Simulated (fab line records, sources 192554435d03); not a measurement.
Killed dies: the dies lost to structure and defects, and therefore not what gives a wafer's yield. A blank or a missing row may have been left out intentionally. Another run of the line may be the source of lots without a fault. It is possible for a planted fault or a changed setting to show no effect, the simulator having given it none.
Split-lot trial | flow n5 finfet | 7 lots, 21 wafers read, on a route of 1938 steps

## ON THE SPLIT
At N5_BEOL_M13_COAT_65 (time 60 s, resist thk 350 nm), the setting spin rpm was moved away from the recipe's 1500 rpm on 10 of the 21 wafers read, by -10.1% to +7.0%. For the rest of the wafers, this setting stayed at what the recipe calls for.

The reading comes from the split's own step.

## THE READING
SOC_of_BEOL_M13_COAT_65.thk nm (the simulator's own value, which no gauge read), in nm, at N5_BEOL_M13_COAT_65 (time 60 s, resist thk 350 nm). No usual value for it is given in the file. Here, 11 wafers ran the recipe; their average is 350.8 nm with a standard deviation of 0.99 nm.

wafer  | tool, chamber at the split | spin rpm as run, rpm | against the recipe | SOC_of_BEOL_M13_COAT_65.thk nm, nm | against lot-mates on the recipe
L080.1 | litho track-03, 0          | 1605                 | +7.0%              | 339.6                              | -10.6
L080.4 | litho track-03, 0          | 1500                 | recipe             | 350.2                              | -
L080.6 | litho track-03, 0          | 1605                 | +7.0%              | 340                                | -10.2
L081.3 | litho track-02, 0          | 1500                 | recipe             | 351.8                              | -
L081.4 | litho track-02, 0          | 1367                 | -8.9%              | 369.6                              | +17.8
L081.5 | litho track-02, 0          | 1367                 | -8.9%              | 368                                | +16.2
L085.3 | litho track-02, 0          | 1359                 | -9.4%              | 368.6                              | +16.0
L085.4 | litho track-02, 0          | 1500                 | recipe             | 352.6                              | -
L085.5 | litho track-02, 0          | 1359                 | -9.4%              | 368.8                              | +16.2
L089.2 | litho track-03, 0          | 1375                 | -8.3%              | 366.4                              | +15.8
L089.4 | litho track-03, 0          | 1375                 | -8.3%              | 366.2                              | +15.6
L089.5 | litho track-03, 0          | 1500                 | recipe             | 350.6                              | -
L092.1 | litho track-03, 0          | 1500                 | recipe             | 352                                | -
L092.4 | litho track-03, 0          | 1500                 | recipe             | 350.8                              | -
L092.6 | litho track-03, 0          | 1373                 | -8.5%              | 366.2                              | +14.8
L095.3 | litho track-03, 0          | 1500                 | recipe             | 349                                | -
L095.4 | litho track-03, 0          | 1500                 | recipe             | 350                                | -
L095.5 | litho track-03, 0          | 1349                 | -10.1%             | 369.8                              | +20.3
L094.3 | litho track-04, 0          | 1500                 | recipe             | 351.2                              | -
L094.4 | litho track-04, 0          | 1500                 | recipe             | 350                                | -
L094.5 | litho track-04, 0          | 1500                 | recipe             | 350.6                              | -

THE FIT
A straight line over all 21 wafers: SOC_of_BEOL_M13_COAT_65.thk nm changes by -1.83 nm for each +1% of spin rpm; r = -0.99; the points scatter about the line by 1.1 nm.
The same after taking each lot's own level away (the mean of its wafers on the recipe; 21 wafers): -1.77 nm for each +1%; r = -0.99; scatter 0.99 nm.
According to that fit, moving spin rpm by its largest amount changes the reading by 18 nm.
Measured against the standard deviation above, the lots' own levels, which go from 349.50 to 352.60 nm, span 3.1 times it.
The two slopes are in agreement: the lot-to-lot level therefore moves the slope only a little.
Check: with one of the wafers moved furthest among these (-10.1%) left out of the fit, the line predicts +17.9 nm for it against its lot-mates. Against them it came out at +20.3 nm.

## THE OTHER SPLITS THESE WAFERS WENT THROUGH
Other splits were also applied to these wafers ahead of the reading. Each is held against what the fit with the lots' levels taken away leaves over:
other split on the same wafers | wafers away from the commonest value | r with SOC_of_BEOL_M13_COAT_65.thk nm (lot level and that fit taken away)
N5_BEOL_M11_PECVD_70 time s    | 6                                    | +0.20
N5_BEOL_M12_ETCH_59 bias w     | 4                                    | +0.10
N5_BEOL_M12_COAT_66 spin rpm   | 5                                    | +0.00

## FILE'S OWN FIT
SOC_of_BEOL_M13_COAT_65.thk nm changes by -1.82 nm for each +1% of spin rpm, r = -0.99.
